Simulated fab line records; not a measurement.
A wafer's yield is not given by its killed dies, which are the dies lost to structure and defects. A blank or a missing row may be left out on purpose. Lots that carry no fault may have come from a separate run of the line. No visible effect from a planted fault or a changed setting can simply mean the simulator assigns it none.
Problem report in the 8D (eight disciplines) form, filled by code | flow n5-finfet | the parts of the form that need people (team, actions taken, sign-off) are left out

## 1. WHAT IS WRONG
Wafers without a fault read 14, standard deviation 6.6; killed-at-contacts at N5_PASSIVATION_PROBE_49 reads a mean of 815 on 4 wafers belonging to 3 lots. That is +99 or more standard deviations from the usual mean.
Earliest sighting: wafer L802.2 on prober-02 at day 14 01:32. At this step, 6 wafers from 3 lots have a number in the record. The rule behind "out" and "out of limits": a value lying over 4 standard deviations away from the usual mean. All remaining wafers that have a number are taken as sound.

## 2. WHAT THIS IS AND IS NOT
question                    | is                                                                                                | is not
which readings at this step | killed-at-contacts, defect-limited-yield, killed-dies, killed-on-rim, sort-n-pass, sort-yield-pct | killed_at_M0_to_M3, killed_at_M4_up, killed-at-front-end, killed-at-other, killed-open, killed-short, sort_bin_5_function, sort_bin_6_memory
which lots                  | L802, L804, L805                                                                                  | -
which wafers of those lots  | L802.2, L804.4, L805.2, L805.4                                                                    | L802.6, L804.1
read on which tools         | prober-01, prober-02                                                                              | -
when                        | from day 14 01:32                                                                                 | up to then (0 sound wafers); but 2 sound wafers of L802, L804 came after

## 3. WHAT RULES OUT EACH SUSPECT
Counting: a tool at a process step up to the reading stays a suspect if it ran every lot that is out. Sound lots after the first of them don't rule it out here, since some wafers of a struck lot are sound.
- ald-sin-04 at N5_MOL_CONTACT_COAG_ALD_133 (deposits SiO2, target thk 5 nm, pulse time 1 s, co reactant pulse time 1 s): kept. It ran every lot that is out, first L802 (day 7 07:39).
- rie-diel-02 at N5_MOL_CONTACT_COAG_ETCH_48 (etches SiOC in C4F6/O2, target depth 15 nm, overetch 4.5 nm, time 17 s): kept. It ran every lot that is out, first L802 (day 7 08:04).
- Within ald-sin-04 at N5_MOL_CONTACT_COAG_ALD_133: the wafers that are out ran in chambers 0, 1, 3; their sound lot-mates ran in chamber 2.
Left after counting: ald-sin-04 at N5_MOL_CONTACT_COAG_ALD_133, rie-diel-02 at N5_MOL_CONTACT_COAG_ETCH_48.

## 4. THE CAUSE (what the simulator had put in)
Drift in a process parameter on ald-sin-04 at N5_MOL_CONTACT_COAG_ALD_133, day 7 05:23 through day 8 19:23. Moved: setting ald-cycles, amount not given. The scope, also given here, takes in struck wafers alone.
After counting, 2 suspects remain, this tool included.

## 5. THE EFFECT CHAIN, in route order
Each row: a reading whose mean over the struck wafers that have a number lies more than 3 standard deviations from the usual. Readings are gone through only where the record gives a usual standard deviation; hours: the median, over the lots, of the time from a lot's start at the first step in this table giving one to that lot's start at this step; sigmas: the change measured in usual standard deviations.
hours | step                    | reading              | usual  | on struck wafers | change | sigmas
0     | N5_PASSIVATION_PROBE_49 | defect-limited-yield | 91.2 % | 23.5             | -67.7  | -42
0     | N5_PASSIVATION_PROBE_49 | killed-at-contacts   | 14     | 815              | +801   | +99 or more
0     | N5_PASSIVATION_PROBE_49 | killed-dies          | 104    | 902              | +798   | +42
0     | N5_PASSIVATION_PROBE_49 | killed-on-rim        | 14     | 118              | +104   | +25
0     | N5_PASSIVATION_PROBE_49 | sort-n-pass          | 1076   | 278              | -798   | -42
0     | N5_PASSIVATION_PROBE_49 | sort-yield-pct       | 91.2 % | 23.5             | -67.7  | -42
Process steps it contains:
- N5_PASSIVATION_PROBE_49

## 6. WHAT WOULD HAVE CAUGHT IT SOONER
First out-of-limits reading in this record: day 14 01:32, which is 164 hours after fault onset at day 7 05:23.
No tool reading at N5_MOL_CONTACT_COAG_ALD_133 that has a usual standard deviation in the record was out on any struck wafer, so an alarm limit of 4 standard deviations on those readings would not have fired.
By day 14 01:32, every lot that is out (3) had started N5_MOL_CONTACT_COAG_ALD_133 on ald-sin-04. None of them would have been spared by holding the tool at that moment.
